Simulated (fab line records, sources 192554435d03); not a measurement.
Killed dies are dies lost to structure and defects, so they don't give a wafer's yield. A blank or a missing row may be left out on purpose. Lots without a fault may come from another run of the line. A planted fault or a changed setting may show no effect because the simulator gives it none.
Which tool did it? | flow n5_finfet | 6 lots, 18 wafers sampled, at 4 steps of a route of 1938

WHAT THE GAUGES READ, wafer by wafer
N5_PASSIVATION_CD_MEAS_44: target cd 40000 nm.
lot  | measured     | on        | cd_nm (nm)
L944 | day 13 05:42 | cd_sem-01 | 40000 40005 40002
L948 | day 14 21:00 | cd_sem-02 | 39998 39999 40001
L950 | day 15 23:55 | cd_sem-03 | 39997 39993 39997
L953 | day 16 00:34 | cd_sem-01 | 40005 40003 40001
L957 | day 17 04:50 | cd_sem-03 | 40000 39999 39996
L965 | day 19 07:10 | cd_sem-03 | 39998 40005 40000

WHICH TOOL RAN EACH LOT (tool, then ch and the chambers of the sampled wafers, then the start)
lot  | N5_BEOL_M6_ECD_50              | N5_PASSIVATION_PASS_ETCH_74        | N5_PASSIVATION_DEGAS_18
L944 | ecd_cu-02 ch 0,1, day 9 18:42  | rie_diel-01 ch 0,2,3, day 13 01:47 | pvd_sputter-03, day 13 03:04
L948 | ecd_cu-02 ch 0,1, day 10 17:12 | rie_diel-06 ch 1,2,3, day 14 17:43 | pvd_sputter-02, day 14 18:30
L950 | ecd_cu-02 ch 0,1, day 11 20:06 | rie_diel-02 ch 2,3, day 15 20:29   | pvd_sputter-01, day 15 21:13
L953 | ecd_cu-02 ch 0,1, day 12 03:46 | rie_diel-01 ch 0,1,2, day 15 20:46 | pvd_sputter-03, day 15 21:39
L957 | ecd_cu-02 ch 0,1, day 13 11:44 | rie_diel-06 ch 0,2,3, day 17 00:57 | pvd_sputter-01, day 17 02:05
L965 | ecd_cu-01 ch 0,1, day 15 12:22 | rie_diel-01 ch 0,2, day 19 03:16   | pvd_sputter-03, day 19 04:08
- N5_BEOL_M6_ECD_50: material Cu, target thk 300 nm.
- N5_PASSIVATION_PASS_ETCH_74: etches SiNx in CF4/O2, target depth 220 nm, time 110 s.
- N5_PASSIVATION_DEGAS_18: time 60 s.

THE ANSWER, worked out from the rows above alone
Rule: what is usual is taken from the lots themselves. Put in order of their means at a reading, lots are off if they are a third of the lots or fewer, leave a main group of 4 or more, and stand apart from it by a gap of 3 or more times the standard deviation of the main group's means; of several such gaps the widest counts. A main group whose means are all the same, to the digits that the tables above print for the reading, isn't used. A lot without any number at a reading at which 4 lots or more have one is off too. The other lots that the step has rows for count as sound.
No lot is off at any reading shown: from this, nothing can be told.

WHAT THE SIMULATOR HAD PUT IN
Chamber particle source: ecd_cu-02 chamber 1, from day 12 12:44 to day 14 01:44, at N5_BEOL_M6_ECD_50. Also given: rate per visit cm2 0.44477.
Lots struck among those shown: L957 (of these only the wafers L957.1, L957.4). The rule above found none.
